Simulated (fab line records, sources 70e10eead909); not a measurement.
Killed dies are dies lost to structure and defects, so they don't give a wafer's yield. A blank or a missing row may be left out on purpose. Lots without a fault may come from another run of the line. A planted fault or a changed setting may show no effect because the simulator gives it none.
Which tool did it? | flow nand_harc | 13 lots, 39 wafers sampled, at 4 steps of a route of 1302

WHAT THE GAUGES READ, wafer by wafer
NHARC_A_BONDPAD_CD_MEAS_13.
lot  | measured     | on        | cd_nm (nm)
L730 | day 23 10:24 | cd_sem-02 | 504 503 499
L728 | day 23 11:25 | cd_sem-03 | 506 502 505
L729 | day 23 13:23 | cd_sem-02 | 498 498 501
L731 | day 24 21:20 | cd_sem-03 | 495 495 498
L733 | day 24 23:55 | cd_sem-02 | 499 500 499
L732 | day 25 02:28 | cd_sem-03 | 498 497 501
L734 | day 25 19:00 | cd_sem-02 | 499 500 499
L735 | day 26 17:40 | cd_sem-03 | 497 498 497
L736 | day 27 01:20 | cd_sem-03 | 505 506 502
L739 | day 27 15:10 | cd_sem-02 | 497 498 497
L748 | day 32 10:53 | cd_sem-02 | 501 500 497
L749 | day 32 11:23 | cd_sem-02 | 500 501 499
L750 | day 32 16:47 | cd_sem-02 | 497 494 497

WHICH TOOL RAN EACH LOT (tool, then ch and the chambers of the sampled wafers, then the start)
lot  | NHARC_A_M1_PVD_21                       | NHARC_A_M1_DEP_33               | NHARC_A_BONDPAD_SOFTBAKE_04
L730 | pvd_sputter-02, day 23 08:07 or earlier | pecvd-04 ch 0,2, day 23 08:07   | litho_track-07 ch 0, day 23 09:00
L728 | pvd_sputter-02, day 23 09:04 or earlier | pecvd-04 ch 1,2, day 23 09:04   | litho_track-02 ch 0, day 23 10:00
L729 | pvd_sputter-03, day 23 11:11 or earlier | pecvd-03 ch 0,1, day 23 11:11   | litho_track-02 ch 0, day 23 12:00
L731 | pvd_sputter-03, day 24 19:07 or earlier | pecvd-01 ch 1,2, day 24 19:07   | litho_track-07 ch 0, day 24 20:00
L733 | pvd_sputter-02, day 24 21:37 or earlier | pecvd-01 ch 0,1, day 24 21:37   | litho_track-02 ch 0, day 24 22:00
L732 | pvd_sputter-02, day 25 00:14 or earlier | pecvd-03 ch 0,1, day 25 00:14   | litho_track-07 ch 0, day 25 01:00
L734 | pvd_sputter-03, day 25 16:47 or earlier | pecvd-04 ch 0,1, day 25 16:47   | litho_track-02 ch 0, day 25 18:00
L735 | pvd_sputter-03, day 26 15:29 or earlier | pecvd-03 ch 0,1, day 26 15:29   | litho_track-07 ch 0, day 26 16:00
L736 | pvd_sputter-03, day 26 23:02 or earlier | pecvd-03 ch 0,2, day 26 23:02   | litho_track-07 ch 0, day 27 00:00
L739 | pvd_sputter-01, day 27 12:24 or earlier | pecvd-03 ch 0,1,2, day 27 12:24 | litho_track-05 ch 0, day 27 13:00
L748 | pvd_sputter-01, day 32 08:37 or earlier | pecvd-03 ch 0,2, day 32 08:37   | litho_track-05 ch 0, day 32 09:00
L749 | pvd_sputter-02, day 32 09:08 or earlier | pecvd-04 ch 0,1, day 32 09:08   | litho_track-05 ch 0, day 32 10:00
L750 | pvd_sputter-03, day 32 14:28 or earlier | pecvd-04 ch 0,1, day 32 14:28   | litho_track-02 ch 0, day 32 15:00
- NHARC_A_M1_PVD_21: deposits Cu, target thk 30 nm, time 20.49 s.
- NHARC_A_M1_DEP_33: deposits SiCN, target thk 30 nm.
- NHARC_A_BONDPAD_SOFTBAKE_04: time 70 s.

WHAT THE TOOLS THEMSELVES READ (means of the sampled wafers that have a number; where no wafer has one, the mark that the record gives instead)
NHARC_A_M1_PVD_21.
lot  | tool           | throttle_valve_pct (%)
L730 | pvd_sputter-02 | 31.0
L728 | pvd_sputter-02 | 30.4
L729 | pvd_sputter-03 | 31.2
L731 | pvd_sputter-03 | 31.3
L733 | pvd_sputter-02 | 31.1
L732 | pvd_sputter-02 | 30.8
L734 | pvd_sputter-03 | 31.4
L735 | pvd_sputter-03 | 30.1
L736 | pvd_sputter-03 | 30.1
L739 | pvd_sputter-01 | 30.2
L748 | pvd_sputter-01 | 29.5
L749 | pvd_sputter-02 | 30.8
L750 | pvd_sputter-03 | 30.8

NHARC_A_M1_DEP_33.
lot  | tool     | heater_power_w (W)
L730 | pecvd-04 | 698
L728 | pecvd-04 | 617
L729 | pecvd-03 | 478
L731 | pecvd-01 | 602
L733 | pecvd-01 | 616
L732 | pecvd-03 | 547
L734 | pecvd-04 | 641
L735 | pecvd-03 | 597
L736 | pecvd-03 | 481
L739 | pecvd-03 | 500
L748 | pecvd-03 | 536
L749 | pecvd-04 | 633
L750 | pecvd-04 | 563

NHARC_A_BONDPAD_SOFTBAKE_04.
lot  | tool           | heater_power_total_W (W)
L730 | litho_track-07 | 200.4
L728 | litho_track-02 | 200.9
L729 | litho_track-02 | 201.9
L731 | litho_track-07 | 200.7
L733 | litho_track-02 | 201.2
L732 | litho_track-07 | 200.1
L734 | litho_track-02 | 201.9
L735 | litho_track-07 | 202.0
L736 | litho_track-07 | 200.8
L739 | litho_track-05 | 200.9
L748 | litho_track-05 | 245.8
L749 | litho_track-05 | 287.9
L750 | litho_track-02 | 201.8

THE ANSWER, worked out from the rows above alone
Rule: what is usual is taken from the lots themselves. Put in order of their means at a reading, lots are off if they are a third of the lots or fewer, leave a main group of 4 or more, and stand apart from it by a gap of 3 or more times the standard deviation of the main group's means; of several such gaps the widest counts. A main group whose means are all the same, to the digits that the tables above print for the reading, isn't used. A lot without any number at a reading at which 4 lots or more have one is off too. The other lots that the step has rows for count as sound. The gauges are gone through in route order, then the tools' own readings, and for those a lot's mean is taken as printed above. The first step at which some lot is off is used, and at that step the reading that is off furthest; a lot without a number counts as furthest.
Off: L748, L749, at NHARC_A_BONDPAD_SOFTBAKE_04 (heater_power_total_W). The main group: mean 201.1 W, standard deviation 0.63.
A tool fits if, at that step or a process step before it, it ran every lot that is off, and no sound lot after the first of them. NHARC_A_M1_PVD_21 gives no start for some lots, so the hours and the order of its lots are those of NHARC_A_M1_DEP_33. One fits: litho_track-05 at NHARC_A_BONDPAD_SOFTBAKE_04. Its last sound lot is L739 (day 27 13:00), its first lot that is off L748 (day 32 09:00): a fault that began between those two fits.
The tool's own readings at NHARC_A_BONDPAD_SOFTBAKE_04 bear it out: on the lots that are off they differ by more than 5 times the standard deviation of the sound lots' means. heater_power_total_W reads 266.9 W there against 201.1 W on the sound lots.

WHAT THE SIMULATOR HAD PUT IN
Process parameter drift: litho_track-05, from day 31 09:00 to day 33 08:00, at NHARC_A_BONDPAD_SOFTBAKE_04. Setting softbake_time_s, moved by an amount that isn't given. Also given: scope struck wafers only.
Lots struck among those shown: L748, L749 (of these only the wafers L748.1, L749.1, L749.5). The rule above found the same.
